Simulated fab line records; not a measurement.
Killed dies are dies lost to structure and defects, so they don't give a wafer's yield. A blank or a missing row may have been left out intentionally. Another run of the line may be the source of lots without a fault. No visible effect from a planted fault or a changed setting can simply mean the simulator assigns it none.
Which tool is to blame?    flow nand-harc    6 lots with 18 wafers sampled at 5 steps, on a route of 1302 steps

WHAT THE GAUGES READ, wafer by wafer
NHARC_END_SORT_01.
lot   measured      on         defect-limited-yield (%)
L593  day 30 16:12  prober-02  85 84 80

WHAT TOOL EACH LOT RAN ON (gives the tool, then ch and the chambers of the sampled wafers, and finally the start)
lot   NHARC_P_M1_ETCH_28                  NHARC_THIN_TSV_DESCUM_14            NHARC_THIN_TSV_ETCH_15            NHARC_THIN_TSV_DEGAS_53
L579  rie-diel-12 ch 0,1,2, day 6 11:04   rie-diel-05 ch 0,1,2, day 23 18:28  rie-si-06 ch 0,2, day 23 19:07    pvd-sputter-01, day 23 23:03
L582  rie-diel-01 ch 0,2,3, day 7 10:30   rie-diel-12 ch 0,3, day 24 07:56    rie-si-04 ch 0,2, day 24 08:35    pvd-sputter-03, day 24 12:31
L585  rie-diel-02 ch 1,2,3, day 8 12:59   rie-diel-05 ch 0,1,2, day 25 07:05  rie-si-06 ch 0,2,3, day 25 07:44  pvd-sputter-03, day 25 11:46
L589  rie-diel-01 ch 1,2,3, day 10 11:14  rie-diel-05 ch 0,1,3, day 28 02:33  rie-si-04 ch 0,2,3, day 28 03:13  pvd-sputter-02, day 28 07:13
L592  rie-diel-01 ch 1,2, day 11 15:13    rie-diel-05 ch 0,1,2, day 29 00:35  rie-si-06 ch 0,1,3, day 29 01:14  pvd-sputter-03, day 29 05:16
L593  rie-diel-01 ch 1,2,3, day 12 05:32  rie-diel-12 ch 0,2,3, day 29 23:39  rie-si-06 ch 0,1, day 30 00:19    pvd-sputter-03, day 30 04:14
- NHARC_P_M1_ETCH_28: etches the open film in CF4/N2, target depth 30 nm, time 72.99 s.
- NHARC_THIN_TSV_DESCUM_14: chemistry O2, time 3 s.
- NHARC_THIN_TSV_ETCH_15: target depth 3000 nm, bosch target overetch cycles 2, bosch etch step 2.8 s.
- NHARC_THIN_TSV_DEGAS_53: time 60 s.

THE ANSWER, worked out from the rows above alone
Rule: the usual values come from the lots themselves. The widest of any qualifying gaps counts: lots, ordered by their means at a reading, are off when they make up no more than a third of the lots, leave a main group of 4 or more, and stand apart from it by 3 or more times the standard deviation of that group's means. Not used: any main group whose means are identical at the precision the tables above print for the reading. A lot without any number at a reading at which 4 lots or more have one is off too. Where the step has rows for the other lots, those lots are counted as sound.
No lot is off on any of the readings shown, so nothing can be concluded from this.

WHAT THE SIMULATOR HAD INSERTED
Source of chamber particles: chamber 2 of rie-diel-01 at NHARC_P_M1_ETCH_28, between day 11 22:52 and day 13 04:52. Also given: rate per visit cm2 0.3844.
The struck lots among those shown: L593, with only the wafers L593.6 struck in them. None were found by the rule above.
